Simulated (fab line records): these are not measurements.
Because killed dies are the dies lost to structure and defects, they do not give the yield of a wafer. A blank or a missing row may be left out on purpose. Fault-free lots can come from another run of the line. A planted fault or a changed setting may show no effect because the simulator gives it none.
The tool behind it: which one?    flow nand-harc    Sampling: 12 lots, 36 wafers, 5 of 1159 route steps

## WHAT EACH GAUGE READ, for each wafer
NHARC_P_M2_THK_MEAS_24: measures by xrf. Usual: thk-nm at 144.2 nm, with a standard deviation of 1.4.
lot   measured      on             thk-nm (nm)                          flag
L353  day 6 10:08   film-metro-02  146.6 145.6 143.7                    
L355  day 6 22:19   film-metro-02  143.3 142.4 144.3                    
L360  day 7 23:42   film-metro-02  143.4 141.3 143.5                    
L362  day 8 09:30   film-metro-01  407.1 399.1 400.9 404.7 397.3 403.4  OFF
L361  day 8 14:46   film-metro-01  398.1 399.8 398.6 396.7 398.7 400.3  OFF
L368  day 10 05:09  film-metro-02  145.5 142.1 146.0                    
L367  day 10 05:34  film-metro-02  144.2 142.6 144.3                    
L372  day 10 18:05  film-metro-02  146.2 146.3 144.9                    
L371  day 10 18:32  film-metro-01  142.7 143.6 143.1                    
L373  day 11 06:23  film-metro-01  143.6 145.2 142.5                    
L374  day 11 11:38  film-metro-01  145.0 145.5 143.6                    
L376  day 12 05:06  film-metro-01  144.4 141.8 145.5                    

NHARC_P_M2_INSPECT_27. Usual: raw-defect-count at 325, with a standard deviation of 120.
lot   measured      on                 raw-defect-count  flag
L353  day 6 10:19   defect-inspect-02  387 281 361       
L355  day 6 22:30   defect-inspect-02  391 658 317       
L360  day 7 23:51   defect-inspect-02  353 507 506       
L368  day 10 05:18  defect-inspect-02  420 304 243       
L367  day 10 05:43  defect-inspect-02  164 189 284       
L372  day 10 18:15  defect-inspect-02  298 395 398       
L371  day 10 18:43  defect-inspect-01  291 295 311       
L373  day 11 06:34  defect-inspect-01  377 246 323       
L374  day 11 11:53  defect-inspect-02  271 272 190       
L376  day 12 05:16  defect-inspect-01  344 267 680       

## EACH LOT AND THE TOOL THAT RAN IT (in order: tool; ch and the chambers of the sampled wafers; start)
lot   NHARC_P_M2_DESCUM_14                NHARC_P_M2_PVD_21                        NHARC_P_M2_CMP_23
L353  rie-diel-07 ch 0,2,3, day 6 07:42   pvd-sputter-03, day 6 09:52 or earlier   cmp-01 ch 1,2,3, day 6 09:52
L355  rie-diel-07 ch 0,2,3, day 6 19:50   pvd-sputter-03, day 6 22:00 or earlier   cmp-04 ch 0,1, day 6 22:00
L360  rie-diel-11 ch 1,2,3, day 7 20:50   pvd-sputter-03, day 7 23:23 or earlier   cmp-04 ch 1,2,3, day 7 23:23
L362  rie-diel-07 ch 0,1,2, day 8 07:04   pvd-sputter-03, day 8 09:13 or earlier   cmp-04 ch 1,2,3, day 8 09:13
L361  rie-diel-07 ch 0,2, day 8 12:02     pvd-sputter-01, day 8 14:26 or earlier   cmp-04 ch 0,3, day 8 14:26
L368  rie-diel-07 ch 0,2, day 10 02:17    pvd-sputter-03, day 10 04:52 or earlier  cmp-04 ch 0,1, day 10 04:52
L367  rie-diel-11 ch 0,2,3, day 10 03:01  pvd-sputter-01, day 10 05:15 or earlier  cmp-02 ch 2,3, day 10 05:15
L372  rie-diel-01 ch 0,1,3, day 10 15:32  pvd-sputter-01, day 10 17:50 or earlier  cmp-04 ch 0,1,3, day 10 17:50
L371  rie-diel-01 ch 1,2,3, day 10 16:07  pvd-sputter-02, day 10 18:15 or earlier  cmp-02 ch 1,2,3, day 10 18:15
L373  rie-diel-11 ch 0,1, day 11 03:34    pvd-sputter-02, day 11 06:05 or earlier  cmp-01 ch 0,2, day 11 06:05
L374  rie-diel-07 ch 0,3, day 11 09:13    pvd-sputter-03, day 11 11:20 or earlier  cmp-01 ch 1,2, day 11 11:20
L376  rie-diel-07 ch 0,2,3, day 12 02:41  pvd-sputter-03, day 12 04:47 or earlier  cmp-04 ch 1,2, day 12 04:47
- NHARC_P_M2_DESCUM_14: chemistry O2, time 3 s.
- NHARC_P_M2_PVD_21: deposits Cu, target thk 30 nm, time 20.49 s.
- NHARC_P_M2_CMP_23: polishes, t overpolish 20 s, target thk 144.3 nm.

## AS READ BY THE TOOLS THEMSELVES (means over the sampled wafers that have a number; for cases with no such wafer, the mark the record gives instead)
NHARC_P_M2_DESCUM_14. Usual: drypump-motor-current-A 6.0 A, standard deviation 0.42; oes-product-au 0.997 a.u., standard deviation 0.0078; rf-vpp-V 58.0 V, standard deviation 0.9; showerhead-plenum-p-Torr 1.95 Torr, standard deviation 0.09; throttle-valve-pct 11.312 %, standard deviation 0.0094.
lot   tool         drypump-motor-current-A (A)  oes-product-au (a.u.)  rf-vpp-V (V)  showerhead-plenum-p-Torr (Torr)  throttle-valve-pct (%)  flag
L353  rie-diel-07  5.8                          0.993                  58.2          1.94                             11.312                  
L355  rie-diel-07  5.8                          0.992                  58.9          1.94                             11.317                  
L360  rie-diel-11  5.7                          1.003                  57.4          1.93                             11.327                  
L362  rie-diel-07  5.9                          0.991                  57.0          1.94                             11.313                  
L361  rie-diel-07  5.7                          0.990                  58.4          1.97                             11.314                  
L368  rie-diel-07  5.7                          0.999                  58.9          1.97                             11.307                  
L367  rie-diel-11  5.7                          0.996                  57.6          1.93                             11.316                  
L372  rie-diel-01  6.1                          0.993                  57.3          1.91                             11.303                  
L371  rie-diel-01  6.2                          0.992                  57.8          1.96                             11.309                  
L373  rie-diel-11  5.6                          0.996                  58.1          2.03                             11.306                  
L374  rie-diel-07  6.0                          1.006                  57.1          1.90                             11.311                  
L376  rie-diel-07  5.8                          1.000                  57.5          1.94                             11.307                  

NHARC_P_M2_PVD_21. Usual: throttle-valve-pct at 29.9 %, with a standard deviation of 0.85.
lot   tool            throttle-valve-pct (%)  flag
L353  pvd-sputter-03  29.7                    
L355  pvd-sputter-03  29.3                    
L360  pvd-sputter-03  29.2                    
L362  pvd-sputter-03  29.6                    
L361  pvd-sputter-01  30.6                    
L368  pvd-sputter-03  29.9                    
L367  pvd-sputter-01  29.5                    
L372  pvd-sputter-01  29.7                    
L371  pvd-sputter-02  29.9                    
L373  pvd-sputter-02  30.3                    
L374  pvd-sputter-03  29.8                    
L376  pvd-sputter-03  29.9                    

NHARC_P_M2_CMP_23. Usual: edge-zone-pressure-frac 0.999, standard deviation 0.0049; motor-current-A 12.8 A, standard deviation 1.2; time-to-endpoint-s 28.5 s, standard deviation 2.2.
lot   tool    edge-zone-pressure-frac  motor-current-A (A)  time-to-endpoint-s (s)  flag
L353  cmp-01  1.002                    12.1                 27.2                    
L355  cmp-04  0.998                    14.4                 26.3                    
L360  cmp-04  1.004                    12.3                 25.7                    
L362  cmp-04  -                        -                    -                       OFF
L361  cmp-04  -                        -                    -                       OFF
L368  cmp-04  1.001                    14.4                 29.2                    
L367  cmp-02  1.003                    11.9                 30.3                    
L372  cmp-04  1.000                    13.9                 29.5                    
L371  cmp-02  1.002                    12.0                 29.2                    
L373  cmp-01  0.999                    12.8                 29.4                    
L374  cmp-01  1.000                    12.1                 31.4                    
L376  cmp-04  1.000                    14.0                 28.5                    

## THE ANSWER, worked out from the rows above alone
Rule: take the mean of a lot's wafers that have a number; if it is more than 3 standard deviations from the usual mean, the lot is off. Also off: a lot with no number at a reading for which 4 or more lots have one. The other lots that the step has rows for count as sound. Order of review: gauges by route order, followed by the tools' own readings, for which a lot's mean as printed above is used. The first step at which some lot is off is used, and at that step the reading that is off furthest; a lot without a number counts as furthest.
Off: L362, L361 (NHARC_P_M2_THK_MEAS_24, thk-nm).
A tool fits if, at a process step before that reading, it ran every lot that is off, and no sound lot after the first of them. Not tried: the gauges at NHARC_P_M2_THK_MEAS_24; whatever is off there is also off at NHARC_P_M2_CMP_23, on other tools, and gauge error can't account for it. Because NHARC_P_M2_PVD_21 lacks a start for some lots, the hours and order of its lots are taken from NHARC_P_M2_CMP_23. No candidate that was tried fits.

## WHAT THE SIMULATOR HAD PUT IN
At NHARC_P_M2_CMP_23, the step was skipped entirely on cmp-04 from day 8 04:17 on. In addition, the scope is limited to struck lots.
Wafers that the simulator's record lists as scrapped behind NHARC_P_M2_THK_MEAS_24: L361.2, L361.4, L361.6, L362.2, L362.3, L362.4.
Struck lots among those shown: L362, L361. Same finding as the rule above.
